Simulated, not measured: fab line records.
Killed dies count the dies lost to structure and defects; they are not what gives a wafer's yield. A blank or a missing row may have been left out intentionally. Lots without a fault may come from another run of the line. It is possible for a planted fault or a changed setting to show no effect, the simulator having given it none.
Check for tools in common    flow nand harc    Sampled: 12 lots, 36 wafers

== WHY IT WAS OPENED ==
On 2 of the 12 lots, a flag is raised at NHARC_END_SORT_01 on the reading killed at array. Wafers without a fault read 58, standard deviation 20.
Rule: a lot is flagged in two cases, either no wafer of it has a number, or all its wafers with numbers fall more than 4 standard deviations from that mean. As for the other lots, they are considered sound.

lot   measured      on         killed at array, wafer by wafer  flag
L132  day 25 18:04  prober-02  48 57 43                         
L133  day 25 18:53  prober-01  41 40 48                         
L135  day 26 03:28  prober-01  106 109 73                       
L137  day 26 13:55  prober-02  56 64 76                         
L139  day 27 10:04  prober-01  87 103 82                        
L138  day 27 10:08  prober-02  34 43 36                         
L144  day 29 17:19  prober-02  51 69 72                         
L146  day 31 12:00  prober-01  673 674 675                      FLAGGED
L149  day 31 12:09  prober-02  669 673 671                      FLAGGED
L155  day 34 04:44  prober-02  44 54 56                         
L153  day 34 05:34  prober-01  50 44 54                         
L152  day 34 12:37  prober-01  45 31 40                         
On average the flagged lots' numbers are 672, which is +614 against the usual, or +31 standard deviations.

== WHICH TOOL EACH LOT WENT THROUGH ==
The record holds 3 process steps before the reading, out of a route of 1302 steps. Each cell gives the tool, then ch followed by the chambers the sampled wafers passed through, then the start.
lot   flag     NHARC_A_BONDPAD_ETCH_12             NHARC_A_BONDPAD_DEGAS_25      NHARC_A_BONDPAD_PRE_CLEAN_26
L132           rie diel-04 ch 1,3, day 24 01:35    pvd sputter-02, day 24 02:22  pvd sputter-02, day 25 18:04 or earlier
L133           rie diel-08 ch 0,1, day 24 03:43    pvd sputter-01, day 24 04:31  pvd sputter-01, day 25 18:53 or earlier
L135           rie diel-08 ch 0,3, day 24 06:43    pvd sputter-01, day 24 07:30  pvd sputter-01, day 26 03:28 or earlier
L137           rie diel-08 ch 0,1,2, day 25 08:34  pvd sputter-03, day 25 09:20  pvd sputter-03, day 26 13:55 or earlier
L139           rie diel-08 ch 0,3, day 26 04:57    pvd sputter-01, day 26 05:44  pvd sputter-01, day 27 10:04 or earlier
L138           rie diel-13 ch 2,3, day 26 03:41    pvd sputter-03, day 26 04:30  pvd sputter-03, day 27 10:08 or earlier
L144           rie diel-08 ch 0,1, day 28 01:58    pvd sputter-03, day 28 02:48  pvd sputter-03, day 29 17:19 or earlier
L146  FLAGGED  rie diel-08 ch 0,1, day 30 02:56    pvd sputter-03, day 30 05:49  pvd sputter-03, day 31 12:00 or earlier
L149  FLAGGED  rie diel-08 ch 1,3, day 30 01:56    pvd sputter-02, day 30 02:43  pvd sputter-02, day 31 12:09 or earlier
L155           rie diel-04 ch 0,1, day 32 22:25    pvd sputter-02, day 32 23:11  pvd sputter-02, day 34 04:44 or earlier
L153           rie diel-04 ch 0,1,3, day 32 23:58  pvd sputter-03, day 33 00:43  pvd sputter-03, day 34 05:34 or earlier
L152           rie diel-08 ch 0,1,2, day 33 03:16  pvd sputter-01, day 33 04:02  pvd sputter-01, day 34 12:37 or earlier
What these steps do:
- NHARC_A_BONDPAD_ETCH_12: etches the open film in CHF3/O2, target depth 220 nm, time 110 s.
- NHARC_A_BONDPAD_DEGAS_25: time 60 s.
- NHARC_A_BONDPAD_PRE_CLEAN_26: time 30 s.
- NHARC_END_SORT_01

== FLAGGED AGAINST TOTAL, ONE TOOL AT A TIME (gauges that did the reading follow at the end) ==
step                          tool            lots run  flagged  share of the flagged lots  sound lots run after its first flagged lot
NHARC_A_BONDPAD_ETCH_12       rie diel-04     3         0        none                       -
NHARC_A_BONDPAD_ETCH_12       rie diel-08     8         2        all                        1 (L152)
NHARC_A_BONDPAD_ETCH_12       rie diel-13     1         0        none                       -
NHARC_A_BONDPAD_DEGAS_25      pvd sputter-01  4         0        none                       -
NHARC_A_BONDPAD_DEGAS_25      pvd sputter-02  3         1        some                       1 (L155)
NHARC_A_BONDPAD_DEGAS_25      pvd sputter-03  5         1        some                       1 (L153)
NHARC_A_BONDPAD_PRE_CLEAN_26  pvd sputter-01  4         0        none                       -
NHARC_A_BONDPAD_PRE_CLEAN_26  pvd sputter-02  3         1        some                       1 (L155)
NHARC_A_BONDPAD_PRE_CLEAN_26  pvd sputter-03  5         1        some                       1 (L153)
NHARC_END_SORT_01             prober-01       6         1        some                       2 (L153,L152)
NHARC_END_SORT_01             prober-02       6         1        some                       1 (L155)
Because NHARC_A_BONDPAD_PRE_CLEAN_26 lacks a start for some lots, the hours and order of its lots are taken from NHARC_END_SORT_01.

== WHAT IS ALLOWED BY THE TABLE ==
All flagged lots share 1 row of the table, namely rie diel-08 at NHARC_A_BONDPAD_ETCH_12.
- rie diel-08 at NHARC_A_BONDPAD_ETCH_12: 2 of its 8 lots flagged. After the first flagged lot (L152), sound lots still ran on it; a lasting fault on the whole tool would not permit that. Its own readings lie more than 4 standard deviations out on every wafer of the flagged lots: oes product au, rf fwd power W.
Not one row of the table ran every flagged lot while running no sound lot after the first.

== WHAT HAD BEEN PUT IN BY THE SIMULATOR ==
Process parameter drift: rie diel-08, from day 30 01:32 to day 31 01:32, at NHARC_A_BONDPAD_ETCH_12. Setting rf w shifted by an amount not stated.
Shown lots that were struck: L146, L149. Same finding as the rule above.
